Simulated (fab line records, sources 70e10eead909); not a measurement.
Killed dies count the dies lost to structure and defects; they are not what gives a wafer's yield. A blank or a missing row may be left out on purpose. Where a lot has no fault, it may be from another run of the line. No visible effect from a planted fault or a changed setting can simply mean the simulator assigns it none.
Problem report, 8D (eight disciplines) form, completed by code || flow nandHarc || the parts of the form that need people (team, actions taken, sign-off) are left out

== 1. THE PROBLEM ==
At NHARC_END_SORT_01, killedDies averages 118 over 9 wafers from 3 lots, while fault-free wafers read 30, standard deviation 10. Relative to the usual mean, that is a shift of +8.8 standard deviations.
Seen first at day 22 18:08 on prober-02, wafer L759.1. At this step, 9 wafers from 3 lots have a number in the record. Rule for "out", or "out of limits": more than 4 standard deviations from the usual mean. Any other wafer with a number is counted as sound.

== 2. WHAT IT IS; WHAT IT IS NOT ==
{"question": "which readings at this step", "is": "killedDies, killedAtArray", "is not": "killedAtOther, killedAtPeriphery, killedOpen"}
{"question": "which lots", "is": "L759, L760, L761", "is not": "-"}
{"question": "which wafers of those lots", "is": "all that have a number", "is not": "-"}
{"question": "read on which gauges", "is": "prober-01, prober-02", "is not": "-"}
{"question": "when", "is": "from day 22 18:08", "is not": "up to then (0 sound wafers)"}

== 3. WHAT RULES OUT EACH SUSPECT ==
Counting: any tool at a process step up to the reading is kept as a suspect provided that every lot that is out went through it and no sound lot did after the first of them.
- the gauge at NHARC_END_SORT_01 is ruled out. 2 gauges (prober-01, prober-02) read the wafers that are out.
- pecvd-01 at NHARC_A_CONTACT_DEP_29 (deposits SiON, target thk 70 nm): kept. It ran every lot that is out, first L760 (day 19 16:02), and no sound lot after that.
After counting, what remains is pecvd-01 at NHARC_A_CONTACT_DEP_29.

== 4. THE CAUSE (what the simulator had put in) ==
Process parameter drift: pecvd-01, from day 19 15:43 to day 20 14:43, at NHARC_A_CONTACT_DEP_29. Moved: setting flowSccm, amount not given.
This tool alone remained once counting was done.

== 5. SEQUENCE OF EFFECTS, ordered by route ==
Rows list readings where the struck wafers' mean (over those with a number) sits beyond 3 standard deviations from the usual. Only readings whose record carries a usual standard deviation are examined. hours: median over the lots of the time between each lot's start at the first step of this table that gives one and its start at this step. sigmas: the change, counted in usual standard deviations.
{"hours": 0, "step": "NHARC_END_SORT_01", "reading": "killedAtArray", "usual": 27, "on struck wafers": 116, "change": "+89", "sigmas": "+8.9"}
{"hours": 0, "step": "NHARC_END_SORT_01", "reading": "killedDies", "usual": 30, "on struck wafers": 118, "change": "+88", "sigmas": "+8.8"}

== 6. WHAT WOULD HAVE CAUGHT IT SOONER ==
Counted from the fault's start at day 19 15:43, it took 74 hours until the first out-of-limits reading at a measuring or inspecting step in this record, taken at day 22 18:08.
Tool readings at NHARC_A_CONTACT_DEP_29 with a usual standard deviation given in the record: none out on any struck wafer, hence no alarm at a limit of 4 standard deviations on them.
By day 22 18:08, every lot that is out (3) had started NHARC_A_CONTACT_DEP_29 on pecvd-01. Had the tool been put on hold then, not one of them would have been saved.
